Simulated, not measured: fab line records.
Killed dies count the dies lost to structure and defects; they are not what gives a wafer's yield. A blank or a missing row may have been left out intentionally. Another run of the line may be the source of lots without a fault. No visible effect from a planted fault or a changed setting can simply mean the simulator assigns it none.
What tool caused it? / flow nandHarc / 6 lots, 18 wafers sampled, at 3 steps of a route of 1302

== WHAT EACH GAUGE READ, for each wafer ==
NHARC_A_SGD_CUT_INSPECT_11.
lot=L718; measured=day 20 07:44; on=defectInspect-02; rawDefectCount=20 23 17
lot=L721; measured=day 21 08:51; on=defectInspect-02; rawDefectCount=29 33 26
lot=L722; measured=day 22 13:57; on=defectInspect-02; rawDefectCount=26 34 34
lot=L727; measured=day 24 07:05; on=defectInspect-02; rawDefectCount=1151 1174 1215 1146 1180 1224
lot=L736; measured=day 27 19:12; on=defectInspect-01; rawDefectCount=92 77 92
lot=L738; measured=day 28 20:59; on=defectInspect-02; rawDefectCount=89 72 79

== TOOL THAT RAN EACH LOT (tool first, then ch and the chambers of the sampled wafers, then the start) ==
lot=L718; NHARC_A_STAIRCASE_ETCH_444=rieDiel-02 ch 0,1, day 19 20:08; NHARC_A_SGD_CUT_DEP_00=pecvd-02 ch 0,1,2, day 20 07:01
lot=L721; NHARC_A_STAIRCASE_ETCH_444=rieDiel-02 ch 0,1,2, day 20 23:55; NHARC_A_SGD_CUT_DEP_00=pecvd-02 ch 1,2, day 21 08:01
lot=L722; NHARC_A_STAIRCASE_ETCH_444=rieDiel-04 ch 2,3, day 22 05:52; NHARC_A_SGD_CUT_DEP_00=pecvd-01 ch 0,2, day 22 13:06
lot=L727; NHARC_A_STAIRCASE_ETCH_444=rieDiel-05 ch 0,1,2, day 24 00:04; NHARC_A_SGD_CUT_DEP_00=pecvd-01 ch 1,2, day 24 06:16
lot=L736; NHARC_A_STAIRCASE_ETCH_444=rieDiel-02 ch 0,2,3, day 27 11:10; NHARC_A_SGD_CUT_DEP_00=pecvd-02 ch 0,1,2, day 27 18:23
lot=L738; NHARC_A_STAIRCASE_ETCH_444=rieDiel-02 ch 2,3, day 28 13:04; NHARC_A_SGD_CUT_DEP_00=pecvd-02 ch 0,1, day 28 20:08
- NHARC_A_STAIRCASE_ETCH_444: etches the open film in C4F8/O2, target depth 20400 nm, time 6800 s.
- NHARC_A_SGD_CUT_DEP_00: deposits SiNx, target thk 50 nm.

== THE ANSWER, worked out from the rows above alone ==
Rule: the lots themselves supply what counts as usual. The widest of any qualifying gaps counts: lots, ordered by their means at a reading, are off when they make up no more than a third of the lots, leave a main group of 4 or more, and stand apart from it by 3 or more times the standard deviation of that group's means. The tables above print the reading to a certain number of digits; a main group whose means all agree to those digits is not used. Also off: a lot with no number at a reading for which 4 or more lots have one. Any other lot the step has rows for is counted as sound.
Off: L727, at NHARC_A_SGD_CUT_INSPECT_11 (rawDefectCount). For the main group the mean is 50 and the standard deviation 28.
A tool fits if, at a process step before that reading, it ran every lot that is off, and no sound lot after the first of them. The gauges at NHARC_A_SGD_CUT_INSPECT_11 are tried like those tools. Undecided on this evidence; 2 tools fit (rieDiel-05 at NHARC_A_STAIRCASE_ETCH_444, pecvd-01 at NHARC_A_SGD_CUT_DEP_00).

== WHAT HAD BEEN PUT IN BY THE SIMULATOR ==
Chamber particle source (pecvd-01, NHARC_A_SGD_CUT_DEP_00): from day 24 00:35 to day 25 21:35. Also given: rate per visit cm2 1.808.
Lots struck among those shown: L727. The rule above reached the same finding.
